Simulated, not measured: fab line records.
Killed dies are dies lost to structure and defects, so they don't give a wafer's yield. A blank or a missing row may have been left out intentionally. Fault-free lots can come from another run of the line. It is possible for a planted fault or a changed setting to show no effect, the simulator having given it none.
Matching of chambers -- flow n5 finfet -- 4 sister chambers for N5_BEOL_M5_ETCH_75 on rie diel-06
The step etches underlayer in N2/H2, target depth 6.5 nm, time 5.2 s. 16 wafers are shown with their chamber, then 8 later ones without.

== WAFERS WITH THEIR CHAMBER ==
wafer,chamber,showerhead plenum p Torr (Torr),drypump motor current A (A),throttle valve pct (%)
L079.2,2,2.64,5.77,18.1
L079.3,3,2.46,6.14,18.0
L079.6,1,2.61,5.96,17.9
L083.1,3,2.45,6.15,18.0
L083.3,2,2.63,5.77,18.1
L083.4,0,2.60,5.83,18.2
L085.3,2,2.63,5.80,18.1
L085.4,1,2.61,5.95,17.4
L085.6,3,2.45,6.15,18.0
L087.2,3,2.45,6.16,18.0
L087.3,1,2.61,5.95,17.4
L087.6,2,2.63,5.76,18.1
L089.1,1,2.60,5.96,17.5
L089.3,3,2.45,6.14,18.0
L089.4,2,2.63,5.78,18.1
L090.1,3,2.45,6.17,18.0

SIGNATURES (means of the wafers above)
reading,chamber 0,chamber 1,chamber 2,chamber 3,scatter within a chamber
showerhead plenum p Torr,2.6000,2.6075,2.6320,2.4517,0.00446
drypump motor current A,5.8300,5.9550,5.7760,6.1517,0.0119
throttle valve pct,18.200,17.550,18.100,18.000,0.119
Rule: for each reading, subtract the chamber's mean from the wafer's reading, divide by that reading's scatter and square the result; add these up over the readings and take the root, which gives the wafer's distance from the chamber. If the next closest chamber is less than 2 further off than the closest, the wafer can't be placed; otherwise it belongs to the closest. The scatter is the square root of a quotient: the sum, over the shown wafers, of each reading's squared deviation from its chamber's mean, divided by wafers minus chambers.

== WAFERS WITHOUT THEIR CHAMBER ==
wafer,showerhead plenum p Torr (Torr),drypump motor current A (A),throttle valve pct (%)
L090.2,2.60,5.97,17.4
L090.6,2.45,6.16,18.0
L092.2,2.63,5.77,18.1
L092.3,2.60,5.85,17.7
L092.6,2.63,5.78,18.1
L097.4,2.44,6.14,18.0
L097.5,2.44,6.15,18.0
L097.6,2.62,5.76,18.1

== CHAMBER TAKEN BY EACH ==
wafer,from the rows above,in truth
L090.2,1,1
L090.6,3,3
L092.2,2,2
L092.3,0,0
L092.6,2,2
L097.4,3,3
L097.5,3,3
L097.6,2,2
Correctly placed: 8 of 8. Can't be placed from these rows: 0. Number placed wrongly: 0.
